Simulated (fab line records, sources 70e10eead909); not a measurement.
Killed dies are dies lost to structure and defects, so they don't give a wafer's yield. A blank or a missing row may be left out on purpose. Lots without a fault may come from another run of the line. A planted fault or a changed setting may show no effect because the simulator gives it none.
A struck lot beside a sound one | flow nand_harc | 15 steps out of a route of 1302
Sound: wafers L791.2, L791.3, L791.6. Struck: wafer L800.5. (L800.2, L800.3 of the same lot were not struck and are left out.) The cause comes at the end.
At each step with rows: each side's tool, then ch and its chambers, then its first start. Under that, the readings that differ: sound wafers | struck wafers | difference of the means | sigmas: that difference in standard deviations of wafers without a fault.
alike: readings whose means differ by less than 2 such deviations, and words and numbers that are the same on both sides. not compared: withheld readings, readings that some wafer has no value for, bounds like >300 that may hide the same value, and numbers for which the record gives no deviation and whose values overlap.
The two part at a step that has a row with sigmas, a row that says differs or no value, or rows on one side only. Numbers that don't overlap but have no deviation are shown without sigmas and don't part them. A reading that every wafer of one side lacks parts them only if that side has two wafers or more.

first, 8 steps without rows for these wafers: NHARC_A_CONTACT_COAT_61 (time 75 s); NHARC_A_CONTACT_COAT_62 (time 65 s); NHARC_A_CONTACT_COAT_63 (resist thk 90 nm); NHARC_A_CONTACT_SOFTBAKE_64 (time 55 s); NHARC_A_CONTACT_EBR_65; NHARC_A_CONTACT_EXPOSE_66 (exposes mask A CC 2); NHARC_A_CONTACT_PEB_67 (peb time 65 s); NHARC_A_CONTACT_DEVELOP_68 (develop time 35 s).
NHARC_A_CONTACT_CD_MEAS_69: target cd 300 nm.
  sound on cd_sem-01 ch 0, day 21 22:42; struck on cd_sem-03 ch 0, day 25 17:32
  alike: cd_nm
NHARC_A_CONTACT_OVL_MEAS_70:
  sound on overlay-01, day 21 22:47; struck on overlay-01, day 25 17:37
  reading           | sound       | struck | difference | sigmas
  overlay_y_nm (nm) | 1.2 1.4 1.3 | -0.8   | -2.1       | -3
  alike: overlay_x_nm
NHARC_A_CONTACT_INSPECT_71:
  sound on defect_inspect-02, day 21 22:49; struck on defect_inspect-02, day 25 17:39
  alike: raw_defect_count
NHARC_A_CONTACT_DESCUM_74: chemistry O2, time 3 s.
  sound on rie_diel-11 ch 0,3, day 21 22:53; struck on rie_diel-01 ch 2, day 25 17:45
  alike: drypump_motor_current_A, oes_product_au, rf_vpp_V, showerhead_plenum_p_Torr, throttle_valve_pct
  not compared: rf_hours_counter_h
NHARC_A_CONTACT_ETCH_75: etches the open film in CF4, target depth 39 nm, time 65 s.
  sound on rie_diel-11 ch 0,1, day 21 22:58; struck on rie_diel-01 ch 0, day 25 17:52
  reading               | sound             | struck | difference | sigmas
  oes_product_au (a.u.) | 0.995 0.980 1.002 | 0.831  | -0.161     | -17
  alike: drypump_motor_current_A, rf_vpp_V, showerhead_plenum_p_Torr, throttle_valve_pct
  not compared: rf_hours_counter_h
NHARC_A_CONTACT_ETCH_76: etches the open film in N2/H2, target depth 260 nm, time 475.3 s.
  sound on rie_diel-11 ch 0,2,3; struck on rie_diel-01 ch 3
  reading                | sound                | struck | difference | sigmas
  throttle_valve_pct (%) | 14.169 14.170 14.174 | 14.142 | -0.029     | -3
  alike: drypump_motor_current_A, oes_product_au, rf_vpp_V, showerhead_plenum_p_Torr
  not compared: rf_hours_counter_h
-- the record jumps here: 3 days lie between the struck wafers' starts before and after (it left off in module A_CONTACT and takes up again in module END, whose first step shown is number 1302 of the route) --
NHARC_END_SORT_01:
  the record has rows for the struck wafers here (prober-01 ch 0, day 28 10:26) and none for the sound ones

WHERE THEY PART
First at NHARC_A_CONTACT_OVL_MEAS_70; last, within this record, at NHARC_END_SORT_01.

WHY: what the simulator had put in
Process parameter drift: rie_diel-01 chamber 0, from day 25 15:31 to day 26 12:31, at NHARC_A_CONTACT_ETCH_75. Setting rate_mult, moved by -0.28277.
